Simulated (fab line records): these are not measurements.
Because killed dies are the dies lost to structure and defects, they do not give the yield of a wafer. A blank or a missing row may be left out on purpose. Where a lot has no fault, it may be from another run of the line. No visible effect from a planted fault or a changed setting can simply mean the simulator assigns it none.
Comparing a struck lot with a sound one :: flow n5-finfet :: 27 out of 1938 route steps
Sound: these wafers, L581.1, L581.5, L581.6. Struck: wafer L584.4 (L584.2, L584.6, from the same lot, were not struck and are left out); the cause is given at the end.
Each step with rows lists, per side, the tool, then ch with its chambers, then its first start. Under that, the readings that differ: sound wafers :: struck wafers :: difference of the means :: sigmas: that difference in standard deviations of wafers without a fault.
alike: words and numbers the same on both sides, and readings whose means are apart by under 2 such deviations; not compared: readings that were withheld, readings missing a value for some wafer, numbers with overlapping values and no deviation given by the record, and bounds like >300 which may hide the same value.
A row with sigmas, a row that says differs or no value, or rows on one side alone: a step with any of these is where the two part. Non-overlapping numbers with no deviation appear without sigmas and do not part them. Lack of a reading on every wafer of one side parts them only where that side has two or more wafers.

first, 1 step without rows for these wafers: N5_BEOL_M0_WET_ETCH_106 (etches SiO2 in DHF, target depth 130 nm, rinse time 30 s).
N5_BEOL_M0_ETCH_128: etches SiCN in CF4/N2, target depth 12 nm, overetch 5.1 nm, time 21.4 s.
  sound on rie-diel-04 ch 1,2,3, day 6 10:30; struck on rie-diel-06 ch 0, day 6 15:25
  alike: drypump-motor-current-A, oes-product-au, rf-vpp-V, showerhead-plenum-p-Torr, throttle-valve-pct
  not compared: rf-hours-counter-h
then, 2 steps without rows for these wafers: N5_BEOL_M0_TRENCH_ETCH_107 (etches SiOC in C4F6/O2, target depth 32.8 nm, time 16.4 s); N5_BEOL_M0_STRIP_142 (strips in N2/H2, time 10 s).
N5_BEOL_M0_OCD_MEAS_108:
  sound on ocd-02 at day 6 10:38; struck on ocd-02 at day 6 15:34
  alike: trench-depth-nm
then, 2 steps without rows for these wafers: N5_BEOL_M0_HM_STRIP_129 (strips TiN in peroxide tin strip, target depth 17 nm, time 108 s); N5_BEOL_M0_SRD_130 (time 30 s).
N5_BEOL_M0_ETCH_109: etches SiCN in CH3F/O2, target depth 8 nm, overetch 2.4 nm, time 27.4 s.
  sound on rie-diel-04 ch 1,2,3, day 6 11:01; struck on rie-diel-04 ch 2, day 6 15:41
reading: throttle-valve-pct (%)
sound: 15.97 16.13 16.76
struck: 16.78
difference: +0.49
sigmas: +2
  alike: drypump-motor-current-A, oes-product-au, rf-vpp-V, showerhead-plenum-p-Torr
  not compared: rf-hours-counter-h
then, 3 steps without rows for these wafers: N5_BEOL_M0_STRIP_139 (strips in post etch residue remover, time 60 s); N5_BEOL_M0_SRD_111 (time 30 s); N5_BEOL_M0_DEGAS_112 (time 60 s).
N5_BEOL_M0_PRE_CLEAN_113: time 30 s.
  sound on pvd-sputter-02 at day 6 12:21; struck on pvd-sputter-01 at day 6 16:08
  alike: heater-power-w
N5_BEOL_M0_ALD_136: deposits TaN, pulse time 2 s, purge time 3 s, co reactant purge time 2 s.
  sound on ald-metal-02 ch 1,2,3, day 6 12:25; struck on ald-metal-01 ch 0, day 6 16:25
reading: ald-cycles
sound: 30 30 30
struck: 19
difference: -11
sigmas: 

reading: heater-power-outer-w (W)
sound: 268 232 284
struck: 189
difference: -72
sigmas: -3

reading: heater-power-w (W)
sound: 494 428 527
struck: 361
difference: -122
sigmas: -2
  alike: chamber-pressure-Torr
  not compared: model.TaN_of_BEOL_M0_ALD_136.thk-nm
then, 3 steps without rows for these wafers: N5_BEOL_M0_SURFACE_TREAT_137; N5_BEOL_M0_CVD_115 (deposits Co from CCTBA/H2, time 120 s); N5_BEOL_M0_SPUTTER_116 (material Cu, target thk 4 nm, time 7.37 s).
N5_BEOL_M0_ANNEAL_117: time 60 s.
  sound on pvd-sputter-01 at day 6 12:55; struck on pvd-sputter-03 at day 6 17:08
  alike: heater-power-w
N5_BEOL_M0_SPUTTER_132: material Cu, target thk 4 nm, time 7.37 s.
  sound on pvd-sputter-01 at day 6 12:57; struck on pvd-sputter-03 at day 6 17:10
reading: throttle-valve-pct (%)
sound: 31.5 30.0 31.0
struck: 28.7
difference: -2.1
sigmas: -2
then, 6 steps without rows for these wafers: N5_BEOL_M0_ANNEAL_133 (time 60 s); N5_BEOL_M0_SPUTTER_134 (material Cu, target thk 4 nm, time 7.37 s); N5_BEOL_M0_ANNEAL_135 (time 60 s); N5_BEOL_M0_SPUTTER_141 (material Cu, target thk 4 nm, time 7.37 s); N5_BEOL_M0_ECD_118 (material Cu, target thk 300 nm); N5_BEOL_M0_ANNEAL_119 (time 90 s).
N5_BEOL_M0_CMP_120: polishes, stops on SiOC, t overpolish 6.9 s.
  sound on cmp-04 ch 1,2, day 6 13:50; struck on cmp-01 ch 0, day 6 18:21
reading: barrier-field-endpoint-s (s)
sound: 3.62 3.84 3.59
struck: 2.92
difference: -0.76
sigmas: -7
  alike: motor-current-A
-- here the record skips 4 days between the struck wafers' starts before and after, leaving off in module BEOL_M0 and picking up in module BEOL_M4 (first step shown: number 1111 of the route) --
N5_BEOL_M4_RC_MEAS_101:
  sound on prober-02 ch 0, day 10 11:38; struck on prober-02 ch 0, day 11 01:49
  alike: DIBL_N, DIBL_P, IOFF_N, IOFF_P, ION_N, ION_P, SS_N, SS_P, VT_N, VT_P
N5_PASSIVATION_PROBE_49:
  the record has rows for the sound wafers here (prober-02, day 15 01:22) and none for the struck ones

WHERE THEY PART
Earliest at N5_BEOL_M0_ETCH_109; latest, in this record, at N5_PASSIVATION_PROBE_49.

WHY: what the simulator had put in
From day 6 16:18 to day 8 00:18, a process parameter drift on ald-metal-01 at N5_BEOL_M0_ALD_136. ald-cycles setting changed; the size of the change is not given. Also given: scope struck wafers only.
